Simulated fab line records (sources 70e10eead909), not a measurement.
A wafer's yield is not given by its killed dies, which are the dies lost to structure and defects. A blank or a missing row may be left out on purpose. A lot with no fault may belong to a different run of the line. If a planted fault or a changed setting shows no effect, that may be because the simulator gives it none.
fab line records	flow nandHarc
record lots=6	wafers=18	lastDay=32
route steps=1302 shown P_M0@261 P_M1@285 END@1302
lots with no fault: from the same line, run without faults
startH: start of the lot's first displayed wafer, in hours after the record's first day	waitH: how many hours have passed since the lot's step before this one	" as in the row above	L1.1+2: several wafers, shown together as one row	- either no value or no given start	* or withheld: withheld	< > ~ a bound
route shown NAME@n: a module of which the file shows steps, and the number in the route of the first	usual: mean/standard deviation taken from wafers without a fault	same: alike in all rows	chamber/n: place in a boat	sites: readings site by site	_std_site: standard deviation across them	_edge_site: mean of outer sites minus mean of inner sites	radiusMm: for every site, how far away it sits from the centre of the wafer	mask NAME#n: copy n	behind: the tool/chamber that last shaped the wafer	hold: what put the lot on hold/how long, in hours/how the hold closed	device: names the non-switching transistor (n, p or np)	end of line: at the end of the route, the tests of the same wafers	step lacking rows: just its recipe	killed: the dies lost at the first sort to structure and to defects; this is not the yield of the wafer	map: a wafer's dies, x killed, . not, _ none there
set.NAME: the run value of the setting; set.NAME@STEP: its run value at that earlier step	model.NAME: the simulator's own value behind a step, which no gauge read
a table for each step, a row for each wafer; lots at some steps of the route
services: the hour from which a tool's chamber was out of use, counted from the record's first day as startH (under 0 if before that day), plus the number of hours and why
## steps
# step NHARC_P_M0_PEB_07
# recipe pebTempC=100	pebTimeS=65
# step NHARC_P_M0_DEVELOP_08
# recipe developTimeS=35	devTempC=23
# step NHARC_P_M0_CD_MEAS_09
# recipe targetCdNm=90	landingEnergyEv=500
# usual cdNm=89.8/0.59
lot.wafer	tool	chamber	startH	waitH	cdNm
L103.1	cdSem-01	0	167.42	-	90.1
L103.4	"	0	"	"	90.6
L103.6	"	0	"	"	89.8
L104.1	cdSem-03	0	181.66	-	89.2
L104.2	"	0	"	"	90.2
L104.5	"	0	"	"	89.2
L108.2	cdSem-03	0	207.72	-	90.0
L108.4	"	0	"	"	89.8
L108.6	"	0	"	"	89.8
L111.2	cdSem-03	0	240.26	-	90.1
L111.3	"	0	"	"	89.9
L111.4	"	0	"	"	90.1
L118.1	cdSem-02	0	312.01	-	89.5
L118.3	"	0	"	"	88.8
L118.5	"	0	"	"	89.3
L119.1	cdSem-02	0	317.54	-	90.3
L119.2	"	0	"	"	89.5
L119.6	"	0	"	"	89.6
# step NHARC_P_M0_OVL_MEAS_10
# recipe pitchNm=180
# usual overlayXNm=-0.1/0.82	overlayYNm=-0.2/0.98
lot.wafer	tool	chamber	startH	waitH	overlayXNm	overlayYNm
L103.1	overlay-01	-	167.51	-	1.3	-0.4
L103.4	"	-	"	"	1.3	-0.3
L103.6	"	-	"	"	1.1	-0.2
L104.1	overlay-01	-	181.74	-	-1.9	-0.5
L104.2	"	-	"	"	-1.7	-0.7
L104.5	"	-	"	"	-1.8	-0.8
L108.2	overlay-01	-	207.81	-	-0.4	0.7
L108.4	"	-	"	"	-0.3	0.5
L108.6	"	-	"	"	0.0	1.0
L111.2	overlay-01	-	240.35	-	0.3	-0.8
L111.3	"	-	"	"	0.8	-0.7
L111.4	"	-	"	"	0.7	-0.5
L118.1	overlay-02	-	312.10	-	0.4	-2.2
L118.3	"	-	"	"	0.7	-2.2
L118.5	"	-	"	"	0.5	-2.4
L119.1	overlay-02	-	317.63	-	0.5	0.8
L119.2	"	-	"	"	0.2	1.1
L119.6	"	-	"	"	0.3	0.9
# step NHARC_P_M0_INSPECT_11
# usual rawDefectCount=4.4/2.7
lot.wafer	tool	chamber	startH	waitH	rawDefectCount
L103.1	defectInspect-01	-	167.55	0.0	11
L103.4	"	-	"	"	7
L103.6	"	-	"	"	5
L104.1	defectInspect-02	-	181.78	0.0	5
L104.2	"	-	"	"	4
L104.5	"	-	"	"	2
L108.2	defectInspect-02	-	207.85	0.0	2
L108.4	"	-	"	"	3
L108.6	"	-	"	"	4
L111.2	defectInspect-01	-	240.39	0.0	6
L111.3	"	-	"	"	0
L111.4	"	-	"	"	1
L118.1	defectInspect-01	-	312.14	0.0	12
L118.3	"	-	"	"	12
L118.5	"	-	"	"	7
L119.1	defectInspect-02	-	317.67	0.0	6
L119.2	"	-	"	"	3
L119.6	"	-	"	"	2
# step NHARC_P_M0_DESCUM_14
# recipe timeS=3	o2FlowSccm=200	arFlowSccm=0	biasPowerW=0	chemistry=O2
# usual chamberPressureMTorr=60.00/0.051	drypumpMotorCurrentA=5.7/0.53	oesProductAu=1.002/0.0064	rfVppV=57.6/0.83	showerheadPlenumPTorr=1.89/0.079	throttleValvePct=11.312/0.01
lot.wafer	tool	chamber	startH	waitH	chamberPressureMTorr	drypumpMotorCurrentA	oesProductAu	rfHoursCounterH	rfVppV	showerheadPlenumPTorr	throttleValvePct
L103.1	rieDiel-02	1	167.63	0.1	60.03	5.8	1.000	20	57.3	2.01	11.312
L103.4	"	2	"	"	60.11	6.3	1.001	21	56.9	1.81	11.302
L103.6	"	3	"	"	59.97	5.9	0.995	-	57.7	1.90	11.305
L104.1	rieDiel-02	0	181.84	0.1	60.07	4.8	1.009	26	56.7	1.86	11.302
L104.2	"	3	"	"	59.99	5.8	0.996	19	57.5	1.90	11.315
L104.5	"	1	"	"	59.97	5.8	1.001	-	57.6	2.00	11.325
L108.2	rieDiel-02	3	207.92	0.1	60.03	5.8	1.005	23	58.0	1.90	11.313
L108.6	"	3	"	"	60.03	5.8	1.003	-	57.6	1.90	11.306
L108.4	"	0	"	"	60.00	4.8	1.009	-	57.7	1.86	11.341
L111.4	rieDiel-02	0	240.45	0.1	59.95	4.8	1.007	2	57.1	1.86	11.301
L111.3	"	1	"	"	60.03	5.8	1.001	2	59.3	2.00	11.324
L111.2	"	2	"	"	59.98	6.3	1.009	2	56.0	1.81	11.308
L118.3	rieDiel-02	2	312.20	0.1	60.07	6.3	1.003	15	57.2	1.81	11.331
L118.1	"	3	"	"	59.96	5.8	1.009	17	57.5	1.89	11.314
L118.5	"	3	"	"	59.90	5.8	1.001	-	57.4	1.89	11.303
L119.1	rieDiel-02	3	317.74	0.1	59.93	5.9	0.997	19	57.7	1.89	11.323
L119.2	"	1	"	"	60.00	5.8	0.999	17	58.1	2.00	11.310
L119.6	"	3	"	"	60.08	5.9	0.997	-	57.6	1.89	11.310
# step NHARC_P_M0_ETCH_34
# recipe targetDepthA=400	overetchA=120	timeS=43.94	ionEnergyEv=200	n2FlowSccm=150	h2FlowSccm=150	arFlowSccm=0	rfW=400	biasW=150	chemistry=N2/H2
# step NHARC_P_M0_ETCH_15
# recipe targetDepthA=1500	overetchA=150	timeS=82.5	c4f8FlowSccm=withheld	arFlowSccm=400	rfW=600	biasW=300	chemistry=C4F8/Ar
# step NHARC_P_M0_CD_MEAS_16
# usual cdNm=89.7/0.65
lot.wafer	tool	chamber	startH	waitH	cdNm
L103.1	cdSem-02	-	167.91	-	90.0
L103.4	"	-	"	"	89.7
L103.6	"	-	"	"	89.2
L104.1	cdSem-02	-	182.18	-	89.5
L104.2	"	-	"	"	89.7
L104.5	"	-	"	"	89.1
L108.2	cdSem-02	-	208.25	-	90.3
L108.4	"	-	"	"	89.3
L108.6	"	-	"	"	89.7
L111.2	cdSem-03	-	240.75	-	89.7
L111.3	"	-	"	"	90.3
L111.4	"	-	"	"	89.4
L118.1	cdSem-02	-	312.52	-	88.6
L118.3	"	-	"	"	89.3
L118.5	"	-	"	"	89.5
L119.1	cdSem-02	-	318.16	-	90.1
L119.2	"	-	"	"	89.4
L119.6	"	-	"	"	88.8
# step NHARC_P_M0_STRIP_18
# recipe powerW=1000	n2FlowSccm=150	h2FlowSccm=150	arFlowSccm=0	biasW=0	chemistry=N2/H2
# step NHARC_P_M0_STRIP_19
# recipe timeS=600	tempC=30	chemistry=postEtchResidueRemover
# step NHARC_P_M0_DEGAS_28
# recipe tempC=250	timeS=60
# step NHARC_P_M0_PRE_CLEAN_29
# recipe timeS=30	tempC=280	gas=H2/He
# usual heaterPowerW=397/30
lot.wafer	tool	chamber	startH	waitH	heaterPowerW
L103.1	pvdSputter-01	-	168.59	-	369
L103.4	"	-	"	"	425
L103.6	"	-	"	"	355
L104.1	pvdSputter-01	-	182.86	-	392
L104.2	"	-	"	"	355
L104.5	"	-	"	"	432
L108.4	pvdSputter-03	-	208.98	-	458
L108.2	"	-	"	"	416
L108.6	"	-	"	"	452
L111.4	pvdSputter-03	-	241.43	-	383
L111.3	"	-	"	"	383
L111.2	"	-	"	"	420
L118.1	pvdSputter-03	-	313.19	-	449
L118.3	"	-	"	"	384
L118.5	"	-	"	"	446
L119.2	pvdSputter-01	-	318.84	-	359
L119.1	"	-	"	"	406
L119.6	"	-	"	"	338
# step NHARC_P_M0_PVD_20
# recipe targetThkA=50	biasV=168.6	powerW=15000	chamberPressurePa=0.12	timeS=8.06	substrateTempC=50	material=TaN
# step NHARC_P_M0_PVD_21
# recipe targetThkA=300	chamberPressurePa=5	powerW=5000	substrateTempC=30	timeS=20.49	material=Cu
# step NHARC_P_M0_ECD_22
# recipe targetThkA=4000	bathTempC=25	material=Cu
# step NHARC_P_M0_ANNEAL_30
# recipe tempC=225	timeS=90
# step NHARC_P_M0_CMP_23
# recipe tOverpolishS=20	targetThkNm=117.54
# usual motorCurrentA=12.0/1.2	timeToEndpointS=28.6/2.2
lot.wafer	tool	chamber	startH	waitH	motorCurrentA	timeToEndpointS
L103.4	cmp-01	0	169.62	-	11.3	29.6
L103.1	"	2	"	"	13.1	30.8
L103.6	"	0	"	"	11.5	31.3
L104.2	cmp-03	1	183.92	-	12.2	32.4
L104.1	"	3	"	"	11.1	29.0
L104.5	"	0	"	"	12.5	31.8
L108.4	cmp-03	2	210.06	-	10.2	28.0
L108.2	"	3	"	"	11.0	28.3
L108.6	"	2	"	"	10.4	28.5
L111.4	cmp-01	3	242.45	-	13.0	31.1
L111.3	"	0	"	"	11.3	30.3
L111.2	"	2	"	"	14.0	29.0
L118.3	cmp-01	2	314.23	-	14.0	27.1
L118.1	"	0	"	"	11.0	27.2
L118.5	"	2	"	"	13.6	23.2
L119.2	cmp-01	3	319.87	-	13.2	28.2
L119.1	"	1	"	"	13.5	28.2
L119.6	"	0	"	"	11.4	30.0
# step NHARC_P_M0_THK_MEAS_24
# recipe thkMeasGauge=xrf
# usual thkNm=117.7/1.5
lot.wafer	tool	chamber	startH	waitH	thkNm
L103.1	filmMetro-01	-	169.94	-	118.9
L103.4	"	-	"	"	116.0
L103.6	"	-	"	"	119.5
L104.1	filmMetro-01	-	184.20	-	116.3
L104.2	"	-	"	"	117.1
L104.5	"	-	"	"	117.8
L108.2	filmMetro-02	-	210.35	-	118.7
L108.4	"	-	"	"	118.3
L108.6	"	-	"	"	119.7
L111.2	filmMetro-01	-	242.77	-	117.2
L111.3	"	-	"	"	115.1
L111.4	"	-	"	"	119.4
L118.1	filmMetro-01	-	314.54	-	118.4
L118.3	"	-	"	"	117.9
L118.5	"	-	"	"	118.1
L119.1	filmMetro-02	-	320.19	-	118.0
L119.2	"	-	"	"	121.0
L119.6	"	-	"	"	119.6
# step NHARC_P_M0_SRD_25
# step NHARC_P_M0_PRE_CLEAN_31
# recipe timeS=12	tempC=370	rfPowerW=300	gas=NH3
# usual heaterPowerW=614/68
lot.wafer	tool	chamber	startH	waitH	heaterPowerW
L103.1	pecvd-02	2	170.18	0.1	588
L103.4	"	1	"	"	626
L103.6	"	2	"	"	608
L104.1	pecvd-04	2	184.44	0.1	681
L104.2	"	0	"	"	628
L104.5	"	2	"	"	685
L108.2	pecvd-04	0	210.62	0.1	585
L108.4	"	0	"	"	615
L108.6	"	0	"	"	594
L111.3	pecvd-04	2	243.00	0.1	638
L111.2	"	0	"	"	674
L111.4	"	0	"	"	649
L118.1	pecvd-04	1	314.78	0.1	582
L118.3	"	2	"	"	681
L118.5	"	2	"	"	681
L119.2	pecvd-02	0	320.41	0.1	739
L119.1	"	2	"	"	606
L119.6	"	1	"	"	605
# step NHARC_P_M0_DEP_32
# recipe targetThkA=300	tempC=370	targetThkNm=30	pressureTorr=3	flowSccm=200	rfW=450	material=SiCN
# usual heaterPowerW=564/83
lot.wafer	tool	chamber	startH	waitH	heaterPowerW
L103.1	pecvd-02	2	170.29	0.1	552
L103.4	"	1	"	"	516
L103.6	"	2	"	"	578
L104.1	pecvd-04	2	184.55	0.1	556
L104.2	"	0	"	"	573
L104.5	"	2	"	"	565
L108.2	pecvd-04	0	210.78	0.1	652
L108.4	"	0	"	"	641
L108.6	"	0	"	"	662
L111.3	pecvd-04	2	243.11	0.1	628
L111.2	"	0	"	"	647
L111.4	"	0	"	"	657
L118.1	pecvd-04	1	314.89	0.1	512
L118.3	"	2	"	"	544
L118.5	"	2	"	"	548
L119.2	pecvd-02	0	320.49	0.1	626
L119.1	"	2	"	"	537
L119.6	"	1	"	"	542
# step NHARC_P_M1_DEP_00
# recipe targetThkA=1825	targetThkNm=182.5	tempC=withheld	pressureTorr=5	flowSccm=200	rfW=600	material=SiOC
# step NHARC_P_M1_DEHYDRATE_01
# recipe tempC=150	timeS=120
# step NHARC_P_M1_HMDS_02
# recipe timeS=30
# step NHARC_P_M1_COAT_34
# recipe tempC=200	timeS=65
# step NHARC_P_M1_COAT_03
# recipe spinRpm=1500	resistThkNm=90
# step NHARC_P_M1_SOFTBAKE_04
# recipe tempC=105	timeS=55
# step NHARC_P_M1_EBR_05
# step NHARC_P_M1_EXPOSE_06
# recipe na=1.35	targetCdNm=130	doseMj=81.88	maskId=P_M1
# step NHARC_P_M1_PEB_07
# recipe pebTempC=100	pebTimeS=65
# step NHARC_P_M1_DEVELOP_08
# recipe developTimeS=35	devTempC=23
# step NHARC_P_M1_CD_MEAS_09
# recipe targetCdNm=130	landingEnergyEv=500
# usual cdNm=130.1/0.49
lot.wafer	tool	chamber	startH	waitH	cdNm
L103.1	cdSem-03	0	171.47	-	130.2
L103.4	"	0	"	"	130.0
L103.6	"	0	"	"	130.1
L104.1	cdSem-03	0	185.75	-	130.3
L104.2	"	0	"	"	131.1
L104.5	"	0	"	"	130.3
L108.2	cdSem-02	0	212.11	-	129.3
L108.4	"	0	"	"	130.0
L108.6	"	0	"	"	129.9
L111.2	cdSem-02	0	244.32	-	130.7
L111.3	"	0	"	"	130.4
L111.4	"	0	"	"	130.1
L118.1	cdSem-03	0	316.07	-	130.8
L118.3	"	0	"	"	130.3
L118.5	"	0	"	"	130.5
L119.1	cdSem-01	0	321.74	-	129.9
L119.2	"	0	"	"	129.9
L119.6	"	0	"	"	129.5
# step NHARC_P_M1_OVL_MEAS_10
# recipe pitchNm=260
# usual overlayXNm=0.2/0.73	overlayYNm=0.3/0.9
lot.wafer	tool	chamber	startH	waitH	overlayXNm	overlayYNm
L103.1	overlay-02	-	171.55	-	0.5	0.7
L103.4	"	-	"	"	0.3	1.0
L103.6	"	-	"	"	0.2	1.0
L104.1	overlay-01	-	185.84	-	1.7	0.9
L104.2	"	-	"	"	1.2	1.7
L104.5	"	-	"	"	1.7	1.1
L108.2	overlay-02	-	212.20	-	1.4	0.7
L108.4	"	-	"	"	1.3	0.4
L108.6	"	-	"	"	1.3	0.5
L111.2	overlay-02	-	244.40	-	-0.7	0.0
L111.3	"	-	"	"	-1.5	0.7
L111.4	"	-	"	"	-0.9	0.1
L118.1	overlay-01	-	316.16	-	-0.1	-0.6
L118.3	"	-	"	"	-0.6	-0.2
L118.5	"	-	"	"	-0.6	0.2
L119.1	overlay-01	-	321.83	-	0.7	-0.3
L119.2	"	-	"	"	1.0	-0.6
L119.6	"	-	"	"	1.7	-0.1
# step NHARC_P_M1_DESCUM_14
# recipe timeS=3	o2FlowSccm=200	arFlowSccm=0	biasPowerW=0	chemistry=O2
# usual chamberPressureMTorr=60.00/0.056	drypumpMotorCurrentA=5.8/0.44	oesProductAu=1.000/0.0085	rfVppV=57.9/0.89	showerheadPlenumPTorr=1.95/0.059	throttleValvePct=11.311/0.0091
lot.wafer	tool	chamber	startH	waitH	chamberPressureMTorr	drypumpMotorCurrentA	oesProductAu	rfHoursCounterH	rfVppV	showerheadPlenumPTorr	throttleValvePct
L103.1	rieDiel-12	0	171.67	0.1	60.02	6.0	0.995	6	60.3	2.03	11.309
L103.4	"	1	"	"	59.96	5.1	1.008	-	57.7	1.95	11.307
L103.6	"	3	"	"	60.16	5.9	1.001	-	57.8	2.00	11.304
L104.1	rieDiel-10	1	185.95	0.1	59.99	5.7	0.994	6	58.3	2.04	11.309
L104.2	"	2	"	"	59.97	6.2	1.003	5	58.7	1.94	11.312
L104.5	"	1	"	"	59.93	5.7	0.994	-	58.3	2.04	11.310
L108.4	rieDiel-12	3	212.30	0.1	60.06	5.9	0.993	9	58.9	2.00	11.324
L108.2	"	1	"	"	60.05	5.1	0.994	11	56.6	1.95	11.297
L108.6	"	2	"	"	60.03	5.3	0.982	-	58.2	1.91	11.305
L111.3	rieDiel-12	1	244.50	0.1	59.96	5.1	0.995	13	57.3	1.95	11.293
L111.2	"	2	"	"	59.99	5.4	0.991	10	60.1	1.91	11.308
L111.4	"	3	"	"	60.07	6.0	0.994	11	59.0	2.00	11.319
L118.1	rieDiel-10	2	316.27	0.1	60.03	6.2	1.007	4	58.2	1.93	11.305
L118.3	"	3	"	"	59.85	6.7	1.012	4	56.5	1.87	11.291
L118.5	"	1	"	"	59.91	5.7	1.008	-	58.1	2.04	11.294
L119.1	rieDiel-10	3	321.93	0.1	59.88	6.7	1.001	4	57.4	1.87	11.302
L119.2	"	1	"	"	60.02	5.6	1.000	4	57.8	2.04	11.312
L119.6	"	3	"	"	59.99	6.7	1.000	-	57.5	1.87	11.300
# step NHARC_P_M1_ETCH_35
# recipe targetDepthA=400	overetchA=120	timeS=43.94	ionEnergyEv=200	n2FlowSccm=150	h2FlowSccm=150	arFlowSccm=0	rfW=400	biasW=150	chemistry=N2/H2
# step NHARC_P_M1_ETCH_15
# recipe targetDepthA=1825	timeS=91.2	c4f8FlowSccm=withheld	arFlowSccm=400	rfW=600	biasW=300	chemistry=C4F8/Ar
# step NHARC_P_M1_CD_MEAS_16
# usual cdNm=130.2/0.59
lot.wafer	tool	chamber	startH	waitH	cdNm
L103.1	cdSem-02	-	172.00	-	130.5
L103.4	"	-	"	"	130.1
L103.6	"	-	"	"	130.3
L104.1	cdSem-02	-	186.25	-	129.7
L104.2	"	-	"	"	130.4
L104.5	"	-	"	"	130.1
L108.2	cdSem-02	-	212.61	-	130.1
L108.4	"	-	"	"	130.9
L108.6	"	-	"	"	130.6
L111.2	cdSem-01	-	244.80	-	130.9
L111.3	"	-	"	"	130.7
L111.4	"	-	"	"	130.4
L118.1	cdSem-03	-	316.56	-	130.8
L118.3	"	-	"	"	130.1
L118.5	"	-	"	"	130.1
L119.1	cdSem-01	-	322.23	-	129.4
L119.2	"	-	"	"	129.0
L119.6	"	-	"	"	128.5
# step NHARC_P_M1_STRIP_18
# recipe powerW=1000	n2FlowSccm=150	h2FlowSccm=150	arFlowSccm=0	biasW=0	chemistry=N2/H2
# step NHARC_END_SORT_01
# recipe tempC=25
# usual defectLimitedYield=91.9/2.7	killedAtArray=50/18	killedAtOther=0.8/1.1	killedAtPeriphery=4.1/2.9	killedDies=55/18	killedOpen=3.5/1.9	killedShort=2.4/1.5	sort_bin_2_pct=2.8/1.2	sort_bin_3_pct=0.6/0.37	sort_bin_4_pct=4.7/1.5	sortNPass=622/18	sortRimYieldPct=90/4.4	sortYieldPct=91.9/2.7
# same grossDies=677	sort_bin_5_pct[%]=0	sort_bin_6_pct[%]=0	sort_bin_7_pct[%]=0	sort_bin_8_pct[%]=0	sortRimNGross=106.00
lot.wafer	tool	chamber	startH	waitH	defectLimitedYield[%]	killedAtArray	killedAtOther	killedAtPeriphery	killedDies	killedOpen	killedShort	sort_bin_2_pct[%]	sort_bin_3_pct[%]	sort_bin_4_pct[%]	sortNPass	sortRimYieldPct[%]	sortYieldPct[%]
L104.1	prober-01	0	631.32	2.5	95.0	29	0	5	34	3	7	1.0	0.6	3.4	643	97	95.0
L104.2	prober-01	0	632.11	2.8	94.2	32	4	3	39	2	2	2.1	0.1	3.5	638	97	94.2
L104.5	prober-01	0	634.48	3.7	95.7	25	3	1	29	4	4	1.2	0.1	3.0	648	97	95.7
L111.2	prober-01	0	670.91	2.8	91.9	31	0	24	55	4	2	3.1	0.9	4.1	622	93	91.9
L111.3	prober-01	0	671.72	3.1	91.7	39	4	13	56	2	6	1.9	0.3	6.1	621	90	91.7
L111.4	prober-01	0	672.53	3.4	91.9	31	1	23	55	4	1	3.1	0.3	4.7	622	94	91.9
L108.2	prober-02	0	670.95	2.8	88.2	49	4	27	80	7	2	3.8	0.9	7.1	597	90	88.2
L108.4	prober-02	0	672.59	3.5	87.4	58	2	25	85	7	1	3.7	1.2	7.7	592	87	87.4
L108.6	prober-02	0	674.22	4.1	87.9	56	2	24	82	4	2	3.8	0.6	7.7	595	89	87.9
L119.1	prober-02	0	746.87	2.5	94.7	31	0	5	36	1	4	1.0	0.6	3.7	641	92	94.7
L119.2	prober-02	0	747.66	2.8	93.5	39	0	5	44	2	3	1.9	0.3	4.3	633	92	93.5
L119.6	prober-02	0	750.83	4.0	93.5	40	0	4	44	6	3	1.9	0.3	4.3	633	95	93.5
L118.1	prober-01	0	762.37	2.5	89.4	56	5	11	72	1	2	4.1	0.4	6.1	605	89	89.4
L118.3	prober-01	0	763.99	3.1	92.5	40	1	10	51	3	3	3.2	0.7	3.5	626	91	92.5
L118.5	prober-01	0	765.60	3.7	92.5	42	2	7	51	3	3	3.1	0.6	3.8	626	89	92.5
# killed by level:class
L104.1 A_CHANNEL_HOLE_D2:chamberFilmFlake=11 A_CHANNEL_HOLE_D1:chamberFilmFlake=5 A_SLIT:chamberFilmFlake=3 P_CONTACT:geometricParticle:short=2 A_CONTACT:chamberFilmFlake=2 P_M1:geometricParticle:open=1 P_M1:geometricParticle:short=1 A_ONON_D1:geometricParticle:short=1
L104.2 A_CHANNEL_HOLE_D2:chamberFilmFlake=9 A_CONTACT:chamberFilmFlake=5 A_CHANNEL_HOLE_D1:chamberFilmFlake=4 THIN_TSV:chamberFilmFlake=4 A_WL_FILL:chamberFilmFlake=3 A_ZERO_WELL:chamberFilmFlake=2 A_DECK1_JOINT:chamberFilmFlake=2 A_SLIT:chamberFilmFlake=2
L104.5 A_CHANNEL_HOLE_D2:chamberFilmFlake=7 A_CONTACT:chamberFilmFlake=3 THIN_TSV:chamberFilmFlake=3 A_CHANNEL_FILL_D1:geometricParticle:open=2 A_CHANNEL_HOLE_D1:chamberFilmFlake=2 A_CHANNEL_HOLE_D1:geometricParticle:short=1 A_WL_FILL:geometricParticle:short=1 A_BLC:geometricParticle:short=1
L111.2 P_M0:unspecified=18 A_CHANNEL_HOLE_D2:chamberFilmFlake=15 A_CHANNEL_HOLE_D1:chamberFilmFlake=7 A_STAIRCASE:chamberFilmFlake=4 P_M0:geometricParticle:short=2 P_CONTACT:geometricParticle:open=1 P_M2:geometricParticle:open=1 A_ONON_D2:geometricParticle:open=1
L108.2 P_M0:unspecified=21 A_SLIT:chamberFilmFlake=18 A_CHANNEL_HOLE_D2:chamberFilmFlake=13 A_CHANNEL_HOLE_D1:chamberFilmFlake=5 A_STAIRCASE:chamberFilmFlake=4 THIN_TSV:chamberFilmFlake=4 A_CONTACT:chamberFilmFlake=3 P_M2:chamberFilmFlake=2
L111.3 A_CHANNEL_HOLE_D2:chamberFilmFlake=19 P_M0:unspecified=13 A_CHANNEL_HOLE_D1:chamberFilmFlake=5 A_STAIRCASE:chamberFilmFlake=2 HYBRID_BOND:chamberFilmFlake=2 A_ONON_D1:geometricParticle:short=1 A_CHANNEL_FILL_D1:geometricParticle:short=1 A_CHANNEL_FILL_D1:geometricParticle:open=1
L111.4 P_M0:unspecified=20 A_CHANNEL_HOLE_D2:chamberFilmFlake=13 A_CHANNEL_HOLE_D1:chamberFilmFlake=6 A_SLIT:chamberFilmFlake=3 A_CHANNEL_FILL_D2:chamberFilmFlake=2 A_STAIRCASE:chamberFilmFlake=2 P_M0:geometricParticle:short=1 P_M0:geometricParticle:open=1
L108.4 A_SLIT:chamberFilmFlake=21 P_M0:unspecified=19 A_CHANNEL_HOLE_D2:chamberFilmFlake=16 A_CHANNEL_HOLE_D1:chamberFilmFlake=7 A_CONTACT:chamberFilmFlake=6 A_CONTACT:geometricParticle:open=2 P_M2:chamberFilmFlake=2 A_STAIRCASE:chamberFilmFlake=2
L108.6 A_SLIT:chamberFilmFlake=25 P_M0:unspecified=20 A_CHANNEL_HOLE_D2:chamberFilmFlake=17 A_STAIRCASE:chamberFilmFlake=4 A_WL_FILL:chamberFilmFlake=2 THIN_TSV:chamberFilmFlake=2 P_M0:geometricParticle:open=1 A_DECK1_JOINT:geometricParticle:open=1
L119.1 A_CHANNEL_HOLE_D1:chamberFilmFlake=9 A_SLIT:chamberFilmFlake=5 A_CHANNEL_FILL_D2:chamberFilmFlake=3 A_STAIRCASE:chamberFilmFlake=3 A_BONDPAD:chamberFilmFlake=3 A_SOURCE_PLATE:geometricParticle:short=2 P_STI:chamberFilmFlake=2 P_GATE:chamberFilmFlake=2
L119.2 A_CHANNEL_HOLE_D1:chamberFilmFlake=10 A_SLIT:chamberFilmFlake=6 A_CHANNEL_FILL_D2:chamberFilmFlake=5 A_BONDPAD:chamberFilmFlake=5 A_CHANNEL_HOLE_D2:chamberFilmFlake=4 A_STAIRCASE:chamberFilmFlake=3 A_CHANNEL_FILL_D2:geometricParticle:short=2 P_CONTACT:geometricParticle:open=1
L119.6 A_CHANNEL_HOLE_D1:chamberFilmFlake=12 A_SLIT:chamberFilmFlake=6 A_BONDPAD:chamberFilmFlake=4 P_BONDPAD:chamberFilmFlake=3 A_CHANNEL_FILL_D2:geometricParticle:open=2 A_SGD_CUT:geometricParticle:open=2 A_WL_FILL:geometricParticle:open=2 A_CHANNEL_HOLE_D2:chamberFilmFlake=2
L118.1 A_CHANNEL_HOLE_D1:chamberFilmFlake=26 A_CONTACT:chamberFilmFlake=11 P_CONTACT:chamberFilmFlake=9 A_CHANNEL_HOLE_D2:chamberFilmFlake=5 THIN_TSV:chamberFilmFlake=5 A_CHANNEL_FILL_D2:chamberFilmFlake=3 A_STAIRCASE:chamberFilmFlake=3 P_GATE:chamberFilmFlake=2
L118.3 A_CHANNEL_HOLE_D1:chamberFilmFlake=20 A_CONTACT:chamberFilmFlake=6 P_CONTACT:chamberFilmFlake=4 A_SLIT:chamberFilmFlake=3 A_CHANNEL_FILL_D2:chamberFilmFlake=3 P_CONTACT:geometricParticle:open=2 A_CHANNEL_FILL_D2:geometricParticle:short=2 P_GATE:chamberFilmFlake=2
L118.5 A_CHANNEL_HOLE_D1:chamberFilmFlake=19 A_SLIT:chamberFilmFlake=5 A_CONTACT:chamberFilmFlake=5 P_GATE:chamberFilmFlake=3 P_CONTACT:chamberFilmFlake=3 A_CHANNEL_HOLE_D2:chamberFilmFlake=3 A_DECK1_JOINT:chamberFilmFlake=2 THIN_TSV:chamberFilmFlake=2
# map L108.4 (x killed, . not)
____________.____________
_________......._________
_______....xxx...._______
______.....x......x______
_____.....x...x.x..._____
____...........x.x...____
____.........x..x...x____
___..........x...x....___
___........x...xxx....___
__.......x....xxxx.....__
__..............x......__
_....x.......x.........._
_.........x............._
_x........x............._
_xxx...................._
_xxx...................._
xxxxx....................
xxx.xx..x................
xxxx.x...................
.x...x.............x.....
..x...x..................
_.x...........x........._
_................x...x.._
_......................._
_.x....................._
_..................x...._
__.....x...........x.xx__
__................xxxxx__
___...............x.xx___
___.............x..xxx___
____........x......x.____
____.......x.....x...____
_____..............x_____
______.............______
_______x.........._______
_________......._________
____________.____________
# map L111.3 (x killed, . not)
____________.____________
_________......._________
_______x.........._______
______.x...........______
_____.x..x.........._____
____.................____
____.xx..............____
___xxx................___
___..x................___
__......x..............__
__....xx.x.............__
_......................._
_.x....................._
_..x...................._
_xx....................._
_......................._
.x.......................
.........x..............x
.....x...................
.........................
.........................
_.x....................._
_.x....................._
_.x....................._
_............x.....x...._
_..x................xxx._
__...........x....xxx..__
__x.............x...xx.__
___................xxx___
___.x.......x..xx.xx.x___
____........x......xx____
____.........x....x..____
_____..............._____
______.......x..x..______
_______..........._______
_________......._________
____________.____________
## services
tool	chamber	startH	hours	kind
rieDiel-12	2	147.20	34.8	repair
pvdSputter-03	-	153.83	7.6	repair
pecvd-04	-	158.54	2.2	repair
pvdSputter-03	-	170.00	10.0	pm
rieDiel-02	2	170.19	17.8	repair
cmp-01	-	185.50	4.0	pm
pvdSputter-01	-	187.27	10.6	repair
cmp-01	-	199.50	0.4	repair
pecvd-04	2	204.97	5.7	repair
rieDiel-02	2	207.88	16.2	repair
cmp-01	-	208.58	2.7	repair
rieDiel-02	-	217.17	9.0	pm
pvdSputter-03	-	222.02	7.3	repair
pvdSputter-01	-	226.00	10.0	pm
pecvd-02	-	227.11	13.0	pm
rieDiel-10	-	242.59	9.0	pm
rieDiel-02	0	244.00	3.0	repair
rieDiel-02	-	253.17	1.6	repair
rieDiel-12	-	255.20	0.8	repair
rieDiel-12	-	268.69	9.0	pm
pecvd-04	-	269.06	13.0	pm
cmp-01	-	278.75	1.0	repair
cmp-01	-	283.50	4.0	pm
rieDiel-02	3	301.21	6.2	repair
## key
firstSign step=NHARC_END_SORT_01	reading=killedAtPeriphery	direction=up	sigmas=6.3	usual=4.1	struck=22.7
effect none on later readings
metAt NHARC_P_M0_PRE_CLEAN_29
struckWafers L108.2,L108.4,L108.6,L111.2,L111.3,L111.4
alsoFits NHARC_P_M1_DESCUM_14:rieDiel-12
fault kind=chamberParticleSource	tool=pvdSputter-03	chamber=-	onsetH=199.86	steps=NHARC_P_M0_PRE_CLEAN_29	ratePerVisitCm2=0.032283	endH=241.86
